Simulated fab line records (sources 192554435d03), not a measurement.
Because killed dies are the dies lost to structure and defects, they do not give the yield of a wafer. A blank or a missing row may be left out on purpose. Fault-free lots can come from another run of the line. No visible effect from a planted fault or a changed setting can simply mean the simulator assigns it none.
Split-lot experiment / flow n5_finfet / route with 1938 steps; 7 lots, 39 wafers read

== ON THE SPLIT ==
At N5_PASSIVATION_DEVELOP_43 (develop time 60 s), the setting develop_time_s was moved away from the recipe's 60 s on 15 of the 39 wafers read, by -59.1% to +39.0%. All remaining wafers had this setting at the recipe value.

== FROM SPLIT TO READING: 1 step shown by the file between the two ==
- N5_PASSIVATION_HARDBAKE_45: time 120 s

== THE READING ==
At N5_PASSIVATION_CD_MEAS_44: cd_nm in nanometres, against a target cd of 40000 nm. A value of 39999 nm with a standard deviation of 2.7 nm is what fault-free wafers of this fab line usually give.

wafer=L079.1; tool, chamber at the split=litho_track-02, 0; develop_time_s as run, s=60; against the recipe=recipe; cd_nm, nm=39997; against lot-mates on the recipe=-
wafer=L079.2; tool, chamber at the split=litho_track-02, 0; develop_time_s as run, s=83.38; against the recipe=+39.0%; cd_nm, nm=40010; against lot-mates on the recipe=+10
wafer=L079.3; tool, chamber at the split=litho_track-02, 0; develop_time_s as run, s=83.38; against the recipe=+39.0%; cd_nm, nm=40011; against lot-mates on the recipe=+11
wafer=L079.4; tool, chamber at the split=litho_track-02, 0; develop_time_s as run, s=60; against the recipe=recipe; cd_nm, nm=40002; against lot-mates on the recipe=-
wafer=L079.5; tool, chamber at the split=litho_track-02, 0; develop_time_s as run, s=83.38; against the recipe=+39.0%; cd_nm, nm=40013; against lot-mates on the recipe=+13
wafer=L079.6; tool, chamber at the split=litho_track-02, 0; develop_time_s as run, s=60; against the recipe=recipe; cd_nm, nm=40002; against lot-mates on the recipe=-
wafer=L081.1; tool, chamber at the split=litho_track-01, 0; develop_time_s as run, s=60; against the recipe=recipe; cd_nm, nm=39999; against lot-mates on the recipe=-
wafer=L081.2; tool, chamber at the split=litho_track-01, 0; develop_time_s as run, s=60; against the recipe=recipe; cd_nm, nm=39998; against lot-mates on the recipe=-
wafer=L081.3; tool, chamber at the split=litho_track-01, 0; develop_time_s as run, s=60; against the recipe=recipe; cd_nm, nm=40001; against lot-mates on the recipe=-
wafer=L081.4; tool, chamber at the split=litho_track-01, 0; develop_time_s as run, s=81.13; against the recipe=+35.2%; cd_nm, nm=40010; against lot-mates on the recipe=+11
wafer=L081.5; tool, chamber at the split=litho_track-01, 0; develop_time_s as run, s=81.13; against the recipe=+35.2%; cd_nm, nm=40013; against lot-mates on the recipe=+14
wafer=L081.6; tool, chamber at the split=litho_track-01, 0; develop_time_s as run, s=81.13; against the recipe=+35.2%; cd_nm, nm=40010; against lot-mates on the recipe=+11
wafer=L083.1; tool, chamber at the split=litho_track-01, 0; develop_time_s as run, s=60; against the recipe=recipe; cd_nm, nm=40002; against lot-mates on the recipe=-
wafer=L083.4; tool, chamber at the split=litho_track-01, 0; develop_time_s as run, s=60; against the recipe=recipe; cd_nm, nm=39997; against lot-mates on the recipe=-
wafer=L083.5; tool, chamber at the split=litho_track-01, 0; develop_time_s as run, s=60; against the recipe=recipe; cd_nm, nm=39999; against lot-mates on the recipe=-
wafer=L086.1; tool, chamber at the split=litho_track-01, 0; develop_time_s as run, s=60; against the recipe=recipe; cd_nm, nm=39999; against lot-mates on the recipe=-
wafer=L086.2; tool, chamber at the split=litho_track-01, 0; develop_time_s as run, s=50.13; against the recipe=-16.4%; cd_nm, nm=39994; against lot-mates on the recipe=-5
wafer=L086.3; tool, chamber at the split=litho_track-01, 0; develop_time_s as run, s=60; against the recipe=recipe; cd_nm, nm=39998; against lot-mates on the recipe=-
wafer=L086.4; tool, chamber at the split=litho_track-01, 0; develop_time_s as run, s=60; against the recipe=recipe; cd_nm, nm=40001; against lot-mates on the recipe=-
wafer=L086.5; tool, chamber at the split=litho_track-01, 0; develop_time_s as run, s=50.13; against the recipe=-16.4%; cd_nm, nm=39995; against lot-mates on the recipe=-4
wafer=L086.6; tool, chamber at the split=litho_track-01, 0; develop_time_s as run, s=50.13; against the recipe=-16.4%; cd_nm, nm=39996; against lot-mates on the recipe=-3
wafer=L090.1; tool, chamber at the split=litho_track-01, 0; develop_time_s as run, s=60; against the recipe=recipe; cd_nm, nm=40001; against lot-mates on the recipe=-
wafer=L090.2; tool, chamber at the split=litho_track-01, 0; develop_time_s as run, s=60; against the recipe=recipe; cd_nm, nm=39998; against lot-mates on the recipe=-
wafer=L090.3; tool, chamber at the split=litho_track-01, 0; develop_time_s as run, s=60; against the recipe=recipe; cd_nm, nm=40000; against lot-mates on the recipe=-
wafer=L090.4; tool, chamber at the split=litho_track-01, 0; develop_time_s as run, s=60; against the recipe=recipe; cd_nm, nm=40002; against lot-mates on the recipe=-
wafer=L090.5; tool, chamber at the split=litho_track-01, 0; develop_time_s as run, s=60; against the recipe=recipe; cd_nm, nm=40002; against lot-mates on the recipe=-
wafer=L090.6; tool, chamber at the split=litho_track-01, 0; develop_time_s as run, s=60; against the recipe=recipe; cd_nm, nm=40001; against lot-mates on the recipe=-
wafer=L095.1; tool, chamber at the split=litho_track-03, 0; develop_time_s as run, s=60; against the recipe=recipe; cd_nm, nm=40000; against lot-mates on the recipe=-
wafer=L095.2; tool, chamber at the split=litho_track-03, 0; develop_time_s as run, s=74.65; against the recipe=+24.4%; cd_nm, nm=40010; against lot-mates on the recipe=+11
wafer=L095.3; tool, chamber at the split=litho_track-03, 0; develop_time_s as run, s=60; against the recipe=recipe; cd_nm, nm=39997; against lot-mates on the recipe=-
wafer=L095.4; tool, chamber at the split=litho_track-03, 0; develop_time_s as run, s=74.65; against the recipe=+24.4%; cd_nm, nm=40006; against lot-mates on the recipe=+7
wafer=L095.5; tool, chamber at the split=litho_track-03, 0; develop_time_s as run, s=74.65; against the recipe=+24.4%; cd_nm, nm=40009; against lot-mates on the recipe=+10
wafer=L095.6; tool, chamber at the split=litho_track-03, 0; develop_time_s as run, s=60; against the recipe=recipe; cd_nm, nm=39999; against lot-mates on the recipe=-
wafer=L096.1; tool, chamber at the split=litho_track-03, 0; develop_time_s as run, s=60; against the recipe=recipe; cd_nm, nm=39995; against lot-mates on the recipe=-
wafer=L096.2; tool, chamber at the split=litho_track-03, 0; develop_time_s as run, s=24.53; against the recipe=-59.1%; cd_nm, nm=39961; against lot-mates on the recipe=-36
wafer=L096.3; tool, chamber at the split=litho_track-03, 0; develop_time_s as run, s=24.53; against the recipe=-59.1%; cd_nm, nm=39956; against lot-mates on the recipe=-41
wafer=L096.4; tool, chamber at the split=litho_track-03, 0; develop_time_s as run, s=24.53; against the recipe=-59.1%; cd_nm, nm=39959; against lot-mates on the recipe=-38
wafer=L096.5; tool, chamber at the split=litho_track-03, 0; develop_time_s as run, s=60; against the recipe=recipe; cd_nm, nm=39999; against lot-mates on the recipe=-
wafer=L096.6; tool, chamber at the split=litho_track-03, 0; develop_time_s as run, s=60; against the recipe=recipe; cd_nm, nm=39996; against lot-mates on the recipe=-

FIT RESULTS
A straight line over all 39 wafers: cd_nm changes by +0.508 nm for each +1% of develop_time_s; r = +0.94; the points scatter about the line by 4.4 nm.
The same after taking each lot's own level away (the mean of its wafers on the recipe; 39 wafers): +0.482 nm for each +1%; r = +0.95; scatter 4 nm.
Per that fit: largest develop_time_s move, reading shift of 28 nm.
From 39996.7 to 40000.7 nm: that is the span of the lots' own levels, equal to 1.5 times the standard deviation above.
Consequently the slope shifts little with the lot-to-lot level, the two slopes agreeing.
Check: -28.7 nm against its lot-mates is what the line predicts for one of the wafers moved furthest among these (-59.1%) when that wafer is left out of the fit. Against them it came out at -35.7 nm.

== ADDITIONAL SPLITS CARRIED BY THESE WAFERS ==
Other splits were also applied to these wafers ahead of the reading. Each is held against what the fit with the lots' levels taken away leaves over:
other split on the same wafers=N5_BEOL_M15_TRENCH_ETCH_34 time_s; wafers away from the commonest value=12; r with cd_nm (lot level and that fit taken away)=+0.07

== FILE'S OWN FIT ==
cd_nm changes by +0.482 nm for each +1% of develop_time_s, r = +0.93.
